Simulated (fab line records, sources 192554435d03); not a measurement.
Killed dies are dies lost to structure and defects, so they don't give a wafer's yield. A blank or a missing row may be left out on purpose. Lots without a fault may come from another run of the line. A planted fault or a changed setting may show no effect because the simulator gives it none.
Chamber matching | flow n5_finfet | N5_HKMG_FIN_STRIP_34 on rie_diel-03: 4 sister chambers
The step strips in CF4. 14 wafers are shown with their chamber, then 7 later ones without.

WAFERS WITH THEIR CHAMBER
wafer  | chamber | drypump_motor_current_A (A) | showerhead_plenum_p_Torr (Torr) | cf4_flow_sccm (sccm)
L074.2 | 2       | 4.8                         | 1.77                            | 150.0
L074.3 | 1       | 6.6                         | 1.71                            | 150.4
L074.4 | 2       | 4.8                         | 1.77                            | 149.9
L076.1 | 1       | 6.6                         | 1.71                            | 150.7
L076.2 | 3       | 6.5                         | 1.69                            | 149.4
L076.5 | 1       | 6.5                         | 1.71                            | 150.5
L079.1 | 2       | 4.8                         | 1.77                            | 149.6
L079.4 | 2       | 4.8                         | 1.77                            | 149.7
L079.6 | 0       | 5.0                         | 1.83                            | 150.2
L080.2 | 0       | 5.0                         | 1.83                            | 150.6
L080.4 | 2       | 4.8                         | 1.77                            | 149.7
L080.5 | 0       | 5.0                         | 1.83                            | 150.6
L081.1 | 3       | 6.5                         | 1.89                            | 150.1
L081.2 | 0       | 5.0                         | 1.83                            | 150.0

SIGNATURES (means of the wafers above)
reading                  | chamber 0 | chamber 1 | chamber 2 | chamber 3 | scatter within a chamber
drypump_motor_current_A  | 5.000     | 6.567     | 4.800     | 6.500     | 0.0258
showerhead_plenum_p_Torr | 1.8300    | 1.7100    | 1.7700    | 1.7900    | 0.0447
cf4_flow_sccm            | 150.350   | 150.533   | 149.780   | 149.750   | 0.259
Rule: a wafer's distance from a chamber is the root of the sum, over the readings, of the square of ((its reading less the chamber's mean) divided by the reading's scatter). The wafer belongs to the nearest chamber; if the next one is less than 2 further off, it can't be placed. The scatter: the root of (the sum of the squares of (reading less its chamber's mean) over the shown wafers, divided by (wafers less chambers)).

WAFERS WITHOUT THEIR CHAMBER
wafer  | drypump_motor_current_A (A) | showerhead_plenum_p_Torr (Torr) | cf4_flow_sccm (sccm)
L081.3 | 6.6                         | 1.71                            | 150.1
L083.2 | 5.0                         | 1.83                            | 150.0
L083.5 | 6.5                         | 1.89                            | 149.8
L083.6 | 4.8                         | 1.77                            | 150.1
L084.3 | 4.8                         | 1.77                            | 149.6
L084.5 | 5.0                         | 1.83                            | 150.1
L084.6 | 6.5                         | 1.89                            | 149.6

WHICH CHAMBER EACH WENT THROUGH
wafer  | from the rows above | in truth
L081.3 | 1                   | 1
L083.2 | 0                   | 0
L083.5 | 3                   | 3
L083.6 | 2                   | 2
L084.3 | 2                   | 2
L084.5 | 0                   | 0
L084.6 | 3                   | 3
Placed correctly: 7 of 7. Can't be placed from these rows: 0. Placed wrongly: 0.
